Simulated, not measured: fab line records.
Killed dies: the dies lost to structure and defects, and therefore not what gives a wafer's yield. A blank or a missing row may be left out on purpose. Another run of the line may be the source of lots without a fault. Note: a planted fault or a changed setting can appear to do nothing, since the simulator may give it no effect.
What tool caused it? + flow nand_harc + Sampling: 13 lots, 39 wafers, 5 of 1159 route steps

WHAT THE GAUGES SHOWED, per wafer
NHARC_THIN_TSV_CD_MEAS_37. Usual: cd_nm reads 5000 nm (standard deviation 3.8).
| lot  | measured     | on        | cd_nm (nm)     | flag |
|------|--------------|-----------|----------------|------|
| L359 | day 19 08:16 | cd_sem-03 | 4992 4996 4999 |      |
| L360 | day 19 09:17 | cd_sem-03 | 5000 5003 5002 |      |
| L363 | day 20 21:33 | cd_sem-02 | 5011 5005 5005 |      |
| L364 | day 20 12:10 | cd_sem-02 | 5000 5005 5009 |      |
| L365 | day 20 22:59 | cd_sem-03 | 5000 5001 4999 |      |
| L366 | day 20 20:01 | cd_sem-03 | 4997 4996 5006 |      |
| L368 | day 21 04:28 | cd_sem-01 | 4996 4996 4994 |      |
| L371 | day 21 20:11 | cd_sem-01 | 5001 4994 4996 |      |
| L369 | day 21 21:44 | cd_sem-03 | 5002 5001 4999 |      |
| L370 | day 21 23:04 | cd_sem-03 | 5002 5000 4998 |      |
| L372 | day 22 01:16 | cd_sem-02 | 4998 5001 4999 |      |
| L377 | day 23 14:59 | cd_sem-03 | 5005 5008      |      |
| L381 | day 23 21:38 | cd_sem-02 | 4999 5003      |      |

NHARC_END_SORT_01. Usual: killed_at_array 27, standard deviation 9.9; killed_at_other 0.5, standard deviation 0.76; killed_at_periphery 3.4, standard deviation 2.2; killed_dies 31, standard deviation 10; killed_open 3.3, standard deviation 2; killed_short 2.0, standard deviation 1.5.
| lot  | measured     | on        | killed_at_array | killed_at_other | killed_at_periphery | killed_dies | killed_open | killed_short | flag |
|------|--------------|-----------|-----------------|-----------------|---------------------|-------------|-------------|--------------|------|
| L377 | day 23 23:02 | prober-02 | 670 32 37       | 0 0 0           | 1 1 0               | 671 33 37   | 1 1 3       | 3 1 0        | OFF  |
| L381 | day 24 06:50 | prober-01 | 651 42 46       | 0 0 1           | 8 3 3               | 659 45 50   | 2 5 7       | 5 1 2        | OFF  |

WHAT TOOL EACH LOT RAN ON (gives the tool, then ch and the chambers of the sampled wafers, and finally the start)
| lot  | NHARC_A_SGD_CUT_ETCH_16            | NHARC_THIN_TSV_DESCUM_14           | NHARC_THIN_TSV_PVD_19                   |
|------|------------------------------------|------------------------------------|-----------------------------------------|
| L359 | rie_diel-04 ch 0,2,3, day 14 00:29 | rie_diel-12 ch 0,1,2, day 19 00:41 | pvd_sputter-01, day 19 08:16 or earlier |
| L360 | rie_diel-07 ch 0,1,3, day 14 06:04 | rie_diel-07 ch 2,3, day 19 01:54   | pvd_sputter-03, day 19 09:17 or earlier |
| L363 | rie_diel-04 ch 0,1,2, day 15 07:38 | rie_diel-12 ch 2,3, day 20 14:02   | pvd_sputter-02, day 20 21:33 or earlier |
| L364 | rie_diel-03 ch 0,1,2, day 15 07:58 | rie_diel-04 ch 0,1,2, day 20 04:20 | pvd_sputter-01, day 20 12:10 or earlier |
| L365 | rie_diel-03 ch 1,2,3, day 15 22:42 | rie_diel-07 ch 1,2,3, day 20 15:15 | pvd_sputter-01, day 20 22:59 or earlier |
| L366 | rie_diel-07 ch 0,1, day 15 23:02   | rie_diel-12 ch 0,1,3, day 20 12:52 | pvd_sputter-03, day 20 20:01 or earlier |
| L368 | rie_diel-07 ch 0,2,3, day 16 05:02 | rie_diel-07 ch 0,1,3, day 20 20:49 | pvd_sputter-02, day 21 04:28 or earlier |
| L371 | rie_diel-04 ch 0,2,3, day 16 19:59 | rie_diel-07 ch 0,1, day 21 12:59   | pvd_sputter-02, day 21 20:11 or earlier |
| L369 | rie_diel-07 ch 0,1,3, day 16 20:20 | rie_diel-04 ch 0,1,3, day 21 14:20 | pvd_sputter-02, day 21 21:44 or earlier |
| L370 | rie_diel-03 ch 1,2, day 16 21:59   | rie_diel-04 ch 0,1,3, day 21 15:24 | pvd_sputter-03, day 21 23:04 or earlier |
| L372 | rie_diel-07 ch 0,1,2, day 17 06:20 | rie_diel-04 ch 0,1,2, day 21 18:04 | pvd_sputter-02, day 22 01:16 or earlier |
| L377 | rie_diel-04 ch 0,1,2, day 18 17:52 | rie_diel-04 ch 0,3, day 23 07:08   | pvd_sputter-01, day 23 14:59 or earlier |
| L381 | rie_diel-04 ch 0,1,2, day 19 07:43 | rie_diel-07 ch 0,2, day 23 13:37   | pvd_sputter-01, day 23 21:38 or earlier |
- NHARC_A_SGD_CUT_ETCH_16: etches the open film in C4F8/O2/Ar, target depth 310.5 nm, time 155.2 s.
- NHARC_THIN_TSV_DESCUM_14: chemistry O2, time 3 s.
- NHARC_THIN_TSV_PVD_19: deposits TaN, target thk 20 nm.

WHAT THE TOOLS THEMSELVES READ (means of the sampled wafers that have a number; where no wafer has one, the mark that the record gives instead)
NHARC_A_SGD_CUT_ETCH_16. Usual: bias_w 799.4 W, standard deviation 2.5; oes_product_au 0.971 a.u., standard deviation 0.021; rf_vpp_V 723 V, standard deviation 4.2.
| lot  | tool        | bias_w (W) | oes_product_au (a.u.) | rf_vpp_V (V) | flag |
|------|-------------|------------|-----------------------|--------------|------|
| L359 | rie_diel-04 | 797.8      | 0.986                 | 724          |      |
| L360 | rie_diel-07 | 799.3      | 0.981                 | 722          |      |
| L363 | rie_diel-04 | 799.4      | 0.972                 | 722          |      |
| L364 | rie_diel-03 | 798.8      | 0.965                 | 723          |      |
| L365 | rie_diel-03 | 800.8      | 0.969                 | 727          |      |
| L366 | rie_diel-07 | 797.5      | 0.953                 | 717          |      |
| L368 | rie_diel-07 | 799.5      | 0.974                 | 723          |      |
| L371 | rie_diel-04 | 796.8      | 0.978                 | 723          |      |
| L369 | rie_diel-07 | 801.6      | 0.981                 | 720          |      |
| L370 | rie_diel-03 | 799.4      | 0.970                 | 725          |      |
| L372 | rie_diel-07 | 801.0      | 0.964                 | 718          |      |
| L377 | rie_diel-04 | 799.0      | 0.950                 | 722          |      |
| L381 | rie_diel-04 | 800.2      | 0.962                 | 722          |      |

NHARC_THIN_TSV_DESCUM_14. Usual: drypump_motor_current_A 5.7 A, standard deviation 0.4; oes_product_au 0.999 a.u., standard deviation 0.019; rf_vpp_V 57.8 V, standard deviation 0.87; showerhead_plenum_p_Torr 1.90 Torr, standard deviation 0.073; throttle_valve_pct 11.312 %, standard deviation 0.009.
| lot  | tool        | drypump_motor_current_A (A) | oes_product_au (a.u.) | rf_vpp_V (V) | showerhead_plenum_p_Torr (Torr) | throttle_valve_pct (%) | flag |
|------|-------------|-----------------------------|-----------------------|--------------|---------------------------------|------------------------|------|
| L359 | rie_diel-12 | 5.5                         | 1.023                 | 58.0         | 1.94                            | 11.303                 |      |
| L360 | rie_diel-07 | 5.7                         | 1.002                 | 56.9         | 1.93                            | 11.306                 |      |
| L363 | rie_diel-12 | 5.3                         | 1.007                 | 58.0         | 1.86                            | 11.311                 |      |
| L364 | rie_diel-04 | 5.6                         | 0.998                 | 58.6         | 1.89                            | 11.315                 |      |
| L365 | rie_diel-07 | 5.9                         | 0.989                 | 58.0         | 1.89                            | 11.313                 |      |
| L366 | rie_diel-12 | 5.6                         | 1.013                 | 58.0         | 1.94                            | 11.305                 |      |
| L368 | rie_diel-07 | 6.0                         | 1.000                 | 57.8         | 1.86                            | 11.304                 |      |
| L371 | rie_diel-07 | 6.1                         | 0.994                 | 57.3         | 1.78                            | 11.311                 |      |
| L369 | rie_diel-04 | 5.8                         | 0.989                 | 57.9         | 1.91                            | 11.316                 |      |
| L370 | rie_diel-04 | 5.8                         | 0.987                 | 57.6         | 1.91                            | 11.311                 |      |
| L372 | rie_diel-04 | 5.6                         | 0.990                 | 57.6         | 1.89                            | 11.312                 |      |
| L377 | rie_diel-04 | 5.7                         | 0.990                 | 56.6         | 1.92                            | 11.308                 |      |
| L381 | rie_diel-07 | 6.0                         | 0.998                 | 57.4         | 1.84                            | 11.309                 |      |

NHARC_THIN_TSV_PVD_19. Usual: throttle_valve_pct reads 29.5 % (standard deviation 0.81).
| lot  | tool           | throttle_valve_pct (%) | flag |
|------|----------------|------------------------|------|
| L359 | pvd_sputter-01 | 29.7                   |      |
| L360 | pvd_sputter-03 | 29.8                   |      |
| L363 | pvd_sputter-02 | 28.0                   |      |
| L364 | pvd_sputter-01 | 29.6                   |      |
| L365 | pvd_sputter-01 | 29.6                   |      |
| L366 | pvd_sputter-03 | 29.6                   |      |
| L368 | pvd_sputter-02 | 29.1                   |      |
| L371 | pvd_sputter-02 | 29.7                   |      |
| L369 | pvd_sputter-02 | 29.3                   |      |
| L370 | pvd_sputter-03 | 29.8                   |      |
| L372 | pvd_sputter-02 | 29.4                   |      |
| L377 | pvd_sputter-01 | 29.2                   |      |
| L381 | pvd_sputter-01 | 29.3                   |      |

THE ANSWER, worked out from the rows above alone
Rule: a lot is off if the mean of its wafers that have a number lies more than 3 standard deviations from the usual mean. A lot without any number at a reading at which 4 lots or more have one is off too. Where the step has rows for the other lots, those lots are counted as sound. After the gauges, taken in route order, come the tools' own readings; for these a lot's mean is taken, as printed above. The first step at which some lot is off is used, and at that step the reading that is off furthest; a lot without a number counts as furthest.
Off at NHARC_END_SORT_01 (killed_at_array): L377, L381. Neither off nor sound, because the step has no rows for them: L359, L360, L363, L364, L365, L366, L368, L371, L369, L370, L372.
A tool fits if, at a process step before that reading, it ran every lot that is off, and no sound lot after the first of them. Those tools and the gauges at NHARC_END_SORT_01 are tried in the same way. NHARC_THIN_TSV_PVD_19 gives no start for some lots, so the hours and the order of its lots are those of NHARC_THIN_TSV_CD_MEAS_37. This does not decide it: 2 tools fit, namely rie_diel-04 at NHARC_A_SGD_CUT_ETCH_16 and pvd_sputter-01 at NHARC_THIN_TSV_PVD_19.

WHAT THE SIMULATOR HAD PUT IN
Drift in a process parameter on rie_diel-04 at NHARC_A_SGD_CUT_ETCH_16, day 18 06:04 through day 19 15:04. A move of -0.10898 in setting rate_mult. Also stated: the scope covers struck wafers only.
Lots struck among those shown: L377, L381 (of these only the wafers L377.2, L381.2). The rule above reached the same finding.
